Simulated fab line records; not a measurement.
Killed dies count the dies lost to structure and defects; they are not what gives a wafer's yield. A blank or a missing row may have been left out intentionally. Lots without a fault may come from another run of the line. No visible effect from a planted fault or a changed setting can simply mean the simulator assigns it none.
A struck lot beside a sound one :: flow nand-harc :: 14 steps out of a route of 1159
Sound: wafers L380.1, L380.3, L380.4. Struck: wafer L386.1 (left out: L386.2, a lot-mate that was not struck); the cause follows at the end.
At each step with rows: each side's tool, then ch and its chambers, then its first start. Under that, the readings that differ: sound wafers :: struck wafers :: difference of the means :: sigmas: that difference in standard deviations of wafers without a fault.
alike: readings with means less than 2 such deviations apart, plus words and numbers identical on both sides. not compared: withheld readings, readings lacking a value on some wafer, bounds such as >300 that could conceal the same value, and numbers that have no deviation in the record and whose values overlap.
Wherever a step has rows on one side only, a row that says differs or no value, or a row with sigmas, the two part there. Numbers that don't overlap but have no deviation are shown without sigmas and don't part them. A reading that every wafer of one side lacks parts them only if that side has two wafers or more.

first, 1 step without rows for these wafers: NHARC_A_STAIRCASE_TRIM_12 (chemistry O2, time 211.2 s).
NHARC_A_STAIRCASE_ETCH_13: etches the open film in C4F8/O2, target depth 100 nm, time 40.5 s.
  sound on rie-diel-08 ch 1,2,3; struck on rie-diel-08 ch 0
reading: rf-hours-counter-h (h)
sound: 49 56 58
struck: 5
difference: -49
sigmas: 
  alike: oes-product-au, rf-vpp-V
NHARC_A_STAIRCASE_TRIM_14: chemistry O2, time 211.2 s.
  sound on rie-diel-08 ch 1,2,3; struck on rie-diel-08 ch 3
reading: rf-hours-counter-h (h)
sound: 49 58 56
struck: 7
difference: -47
sigmas: 

reading: throttle-valve-pct (%)
sound: 17.038 17.041 17.040
struck: 17.022
difference: -0.018
sigmas: -2
  alike: drypump-motor-current-A, oes-product-au, rf-vpp-V, showerhead-plenum-p-Torr
NHARC_A_STAIRCASE_ETCH_15: etches the open film in C4F8/O2, target depth 100 nm, time 40.5 s.
  sound on rie-diel-08 ch 0,1,2; struck on rie-diel-08 ch 3
reading: rf-hours-counter-h (h)
sound: 45 49 56
struck: 7
difference: -43
sigmas: 
  alike: oes-product-au, rf-vpp-V
then, 2 steps without rows for these wafers: NHARC_A_STAIRCASE_TRIM_16 (chemistry O2, time 211.2 s); NHARC_A_STAIRCASE_ETCH_17 (etches the open film in C4F8/O2, target depth 100 nm, time 40.5 s).
NHARC_A_STAIRCASE_TRIM_18: chemistry O2, time 211.2 s.
  sound on rie-diel-08 ch 1,2,3; struck on rie-diel-08 ch 0
reading: rf-hours-counter-h (h)
sound: 49 58 56
struck: 5
difference: -49
sigmas: 
  alike: drypump-motor-current-A, oes-product-au, rf-vpp-V, showerhead-plenum-p-Torr, throttle-valve-pct
NHARC_A_STAIRCASE_ETCH_19: etches the open film in C4F8/O2, target depth 100 nm, time 40.5 s.
  sound on rie-diel-08 ch 0,1,3; struck on rie-diel-08 ch 3
reading: rf-hours-counter-h (h)
sound: 57 58 46
struck: 7
difference: -47
sigmas: 
  alike: oes-product-au, rf-vpp-V
then, 3 steps without rows for these wafers: NHARC_A_STAIRCASE_TRIM_20 (chemistry O2, time 211.2 s); NHARC_A_STAIRCASE_ETCH_21 (etches the open film in C4F8/O2, target depth 100 nm, time 40.5 s); NHARC_A_STAIRCASE_TRIM_22 (chemistry O2, time 211.2 s).
NHARC_A_STAIRCASE_ETCH_23: etches the open film in C4F8/O2, target depth 100 nm, time 40.5 s.
  sound on rie-diel-08 ch 0,1,3, day 12 12:34; struck on rie-diel-08 ch 3, day 14 16:13
reading: oes-product-au (a.u.)
sound: 0.951 0.935 0.937
struck: 0.752
difference: -0.189
sigmas: -14

reading: rf-hours-counter-h (h)
sound: 46 57 58
struck: 7
difference: -47
sigmas: 
  alike: rf-vpp-V
then, 1 step without rows for these wafers: NHARC_A_STAIRCASE_TRIM_24 (chemistry O2, time 211.2 s).
-- record jumps: 9 days between struck wafers' starts before vs after; left off in module A_STAIRCASE, resumes in module END, first step shown is number 1159 of the route --
NHARC_END_SORT_01:
  here the record holds rows for the struck wafers (prober-02 ch 0, day 23 06:28) but none for the sound ones

## WHERE THEY PART
Earliest at NHARC_A_STAIRCASE_TRIM_14; latest, in this record, at NHARC_END_SORT_01.

WHY: what had been put in by the simulator
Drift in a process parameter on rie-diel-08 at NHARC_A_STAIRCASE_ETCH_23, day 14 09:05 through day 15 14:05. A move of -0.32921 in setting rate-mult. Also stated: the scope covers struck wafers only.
